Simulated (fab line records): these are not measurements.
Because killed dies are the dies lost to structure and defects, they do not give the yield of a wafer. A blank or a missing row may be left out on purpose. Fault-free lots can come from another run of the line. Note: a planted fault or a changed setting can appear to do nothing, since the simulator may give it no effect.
2 desks looking at one fault / flow n5_finfet / numbers are kept per desk, each desk with only its own; the story behind them comes last

METROLOGY DESK
Lot by lot, what the gauges showed, no matter which tool ran the lot: averages of those sampled wafers that carry a number. A lot is out of limits, marked OUT, if its mean lies more than 4 standard deviations from the usual mean; the brackets give that distance. Shown are 7 of the 16 readings it has, namely the first that went out of limits plus those furthest out on some lot.
Columns: A = IOFF_N at N5_BEOL_M4_RC_MEAS_101, usual 0.152 nA/um; B = IOFF_N_85C at N5_BEOL_M4_RC_MEAS_101, usual 3.0 nA/um; C = IOFF_N_LIN at N5_BEOL_M4_RC_MEAS_101, usual 0.071 nA/um; D = IOFF_N_LONG at N5_BEOL_M4_RC_MEAS_101, usual 5.52e-05 nA/um; E = VT_N at N5_BEOL_M4_RC_MEAS_101, usual 250.3 mV; F = VT_N_LONG at N5_BEOL_M4_RC_MEAS_101, usual 274.9 mV; G = VT_N_LVT at N5_BEOL_M4_RC_MEAS_101, usual 98.5 mV
lot=L901; first seen here=day 9 16:45; A=0.152; B=3.0; C=0.070; D=5.31e-05; E=249.1; F=275.7; G=99.0
lot=L899; first seen here=day 9 18:23; A=0.160; B=3.1; C=0.076; D=5.48e-05; E=250.0; F=273.9; G=96.9
lot=L900; first seen here=day 9 21:12; A=0.140; B=2.9; C=0.069; D=5.23e-05; E=252.7; F=278.3; G=101.9
lot=L902; first seen here=day 10 14:52; A=0.151; B=3.0; C=0.070; D=5.33e-05; E=251.4; F=275.2; G=101.6
lot=L908; first seen here=day 11 09:10; A=0.159; B=3.2; C=0.075; D=5.70e-05; E=248.4; F=273.8; G=95.5
lot=L905; first seen here=day 12 03:04; A=0.135; B=2.7; C=0.066; D=5.62e-05; E=249.9; F=274.6; G=99.3
lot=L910; first seen here=day 12 07:56; A=0.148; B=2.9; C=0.071; D=5.77e-05; E=249.6; F=274.8; G=98.4
lot=L918; first seen here=day 14 19:56; A=0.241; B=4.5; C=0.108 (+4.3) OUT; D=6.60e-05 (+5.4) OUT; E=242.7; F=267.9 (-4.1) OUT; G=90.9
This desk finds L918 out of limits, with the earliest case on L918 at day 14 19:56 (IOFF_N_LIN at N5_BEOL_M4_RC_MEAS_101). L901, L899, L900, L902, L908, L905, L910: within limits.

AT THE TOOL OWNER'S DESK: ald_metal-01
The tool's own readings at N5_HKMG_FIN_ALD_91 (deposits TiN, target thk 1 nm, pulse time 1 s, purge time 3 s): means of the sampled wafers that have a number, for each lot that ran on this tool. A lot is out of limits, marked OUT, if its mean lies more than 4 standard deviations from the usual mean; the brackets give that distance.
Columns: A = heater_power_w at N5_HKMG_FIN_ALD_91, usual 883 W; B = precursor_pulse_height_rel at N5_HKMG_FIN_ALD_91, usual 1.001
lot=L900; first seen here=day 5 05:44; A=709; B=0.983
lot=L910; first seen here=day 7 16:09; A=708; B=0.974
lot=L918; first seen here=day 9 13:38; A=741; B=0.998
Finding of this desk: none of the 3 lots has anything out of limits.

BROUGHT TOGETHER
The metrology desk could have raised an alarm at day 14 19:56, on L918.
Nothing out of limits was seen by the tool owner's desk.
The tool owner's desk has L918 on record, within its limits.
N5_HKMG_FIN_ALD_91 was run on ald_metal-01 by each of the lots named.

WHAT HAD BEEN PUT IN BY THE SIMULATOR
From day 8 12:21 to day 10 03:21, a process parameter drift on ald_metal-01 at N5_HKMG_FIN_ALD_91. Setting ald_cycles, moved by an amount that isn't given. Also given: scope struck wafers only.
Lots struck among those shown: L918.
Time in hours between the start of the fault and the first out-of-limits reading at each desk: metrology desk, 152.
